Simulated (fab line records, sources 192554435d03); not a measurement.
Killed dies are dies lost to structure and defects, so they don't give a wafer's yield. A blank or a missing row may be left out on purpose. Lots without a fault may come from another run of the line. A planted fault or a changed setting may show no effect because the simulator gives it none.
Chamber matching | flow n5_finfet | N5_BEOL_M9_ETCH_65 on rie_diel-01: 4 sister chambers
The step etches SiARC in CF4, target depth 15.6 nm, time 26 s. 18 wafers are shown with their chamber, then 9 later ones without.

WAFERS WITH THEIR CHAMBER
wafer  | chamber | drypump_motor_current_A (A) | throttle_valve_pct (%) | showerhead_plenum_p_Torr (Torr)
L074.2 | 3       | 4.9                         | 15.22                  | 2.20
L074.5 | 1       | 5.8                         | 15.38                  | 2.26
L074.6 | 3       | 4.9                         | 15.21                  | 2.20
L080.1 | 0       | 6.0                         | 15.37                  | 2.19
L080.3 | 3       | 4.9                         | 15.23                  | 2.20
L080.6 | 1       | 5.8                         | 15.39                  | 2.26
L081.1 | 1       | 5.8                         | 15.39                  | 2.26
L081.4 | 0       | 6.0                         | 15.40                  | 2.19
L081.6 | 3       | 4.9                         | 15.24                  | 2.19
L083.1 | 3       | 4.9                         | 15.24                  | 2.19
L083.2 | 0       | 6.0                         | 15.38                  | 2.18
L083.4 | 3       | 4.9                         | 15.25                  | 2.19
L084.3 | 1       | 5.8                         | 15.39                  | 2.25
L084.5 | 2       | 6.3                         | 15.98                  | 2.20
L084.6 | 1       | 5.8                         | 15.40                  | 2.25
L087.2 | 2       | 6.4                         | 15.98                  | 2.20
L087.5 | 0       | 6.0                         | 15.44                  | 2.18
L087.6 | 1       | 5.8                         | 15.41                  | 2.25

SIGNATURES (means of the wafers above)
reading                  | chamber 0 | chamber 1 | chamber 2 | chamber 3 | scatter within a chamber
drypump_motor_current_A  | 6.000     | 5.800     | 6.350     | 4.900     | 0.0189
throttle_valve_pct       | 15.3975   | 15.3933   | 15.9800   | 15.2317   | 0.0179
showerhead_plenum_p_Torr | 2.1850    | 2.2550    | 2.2000    | 2.1950    | 0.00535
Rule: a wafer's distance from a chamber is the root of the sum, over the readings, of the square of ((its reading less the chamber's mean) divided by the reading's scatter). The wafer belongs to the nearest chamber; if the next one is less than 2 further off, it can't be placed. The scatter: the root of (the sum of the squares of (reading less its chamber's mean) over the shown wafers, divided by (wafers less chambers)).

WAFERS WITHOUT THEIR CHAMBER
wafer  | drypump_motor_current_A (A) | throttle_valve_pct (%) | showerhead_plenum_p_Torr (Torr)
L090.1 | 6.4                         | 15.99                  | 2.20
L090.3 | 4.9                         | 15.29                  | 2.19
L090.6 | 6.0                         | 15.41                  | 2.18
L089.2 | 6.0                         | 15.42                  | 2.18
L089.3 | 4.9                         | 15.27                  | 2.19
L089.6 | 5.8                         | 15.45                  | 2.25
L092.1 | 4.8                         | 15.29                  | 2.19
L092.4 | 6.0                         | 15.43                  | 2.18
L092.6 | 6.0                         | 15.43                  | 2.18

WHICH CHAMBER EACH WENT THROUGH
wafer  | from the rows above | in truth
L090.1 | 2                   | 2
L090.3 | 3                   | 3
L090.6 | 0                   | 0
L089.2 | 0                   | 0
L089.3 | 3                   | 3
L089.6 | 1                   | 1
L092.1 | 3                   | 3
L092.4 | 0                   | 0
L092.6 | 0                   | 0
Placed correctly: 9 of 9. Can't be placed from these rows: 0. Placed wrongly: 0.
